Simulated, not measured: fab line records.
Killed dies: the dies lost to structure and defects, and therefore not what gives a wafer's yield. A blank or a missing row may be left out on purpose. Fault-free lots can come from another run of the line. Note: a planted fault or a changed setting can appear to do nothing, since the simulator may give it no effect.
One fault through the eyes of 2 desks + flow nandHarc + numbers are kept per desk, each desk with only its own; the story behind them comes last

## FOR THE TOOL OWNER'S DESK: aldHk-03
The tool's own readings at NHARC_A_CHANNEL_FILL_D1_ALD_02 (deposits SiO2, target thk 6 nm, pulse time 10 s, ald cycles 60): means of the sampled wafers that have a number, for each lot that ran on this tool. The brackets show how far a lot's mean lies from the usual mean; more than 4 standard deviations puts the lot out of limits, marked OUT.
Columns: A = heaterPowerW at NHARC_A_CHANNEL_FILL_D1_ALD_02, usual 477 W; B = precursorPulseHeightRel at NHARC_A_CHANNEL_FILL_D1_ALD_02, usual 0.998
| lot  | first seen here | A   | B     |
|------|-----------------|-----|-------|
| L756 | day 8 19:07     | 451 | 1.007 |
| L760 | day 10 08:54    | 475 | 0.995 |
| L762 | day 10 21:01    | 488 | 1.014 |
| L766 | day 13 08:12    | 455 | 1.012 |
| L767 | day 13 12:43    | 429 | 1.002 |
| L773 | day 15 13:47    | 431 | 1.002 |
| L772 | day 15 14:13    | 491 | 1.006 |
This desk's verdict: no lot among the 7 shows anything out of limits.

## THE DEFECT DESK
Counts from the inspections along the route, per lot, as means over the sampled wafers that have a number. The brackets show how far a lot's mean lies from the usual mean; more than 4 standard deviations puts the lot out of limits, marked OUT.
Columns: A = rawDefectCount at NHARC_A_CHANNEL_HOLE_D1_INSPECT_40, usual 68
| lot  | first seen here | A   |
|------|-----------------|-----|
| L756 | day 8 18:52     | 85  |
| L758 | day 9 22:50     | 95  |
| L760 | day 10 07:07    | 94  |
| L762 | day 10 20:45    | 45  |
| L761 | day 10 21:34    | 110 |
| L763 | day 11 13:41    | 38  |
| L765 | day 12 06:42    | 90  |
| L766 | day 13 07:52    | 44  |
| L767 | day 13 11:38    | 83  |
| L769 | day 14 05:11    | 42  |
| L773 | day 15 12:14    | 98  |
| L772 | day 15 12:38    | 38  |
| L779 | day 18 05:56    | 78  |
This desk's verdict: no lot among the 13 shows anything out of limits.

## BROUGHT TOGETHER
The desk of the tool owner found nothing out of limits.
Nothing out of limits was seen by the defect desk.

## WHAT HAD BEEN PUT IN BY THE SIMULATOR
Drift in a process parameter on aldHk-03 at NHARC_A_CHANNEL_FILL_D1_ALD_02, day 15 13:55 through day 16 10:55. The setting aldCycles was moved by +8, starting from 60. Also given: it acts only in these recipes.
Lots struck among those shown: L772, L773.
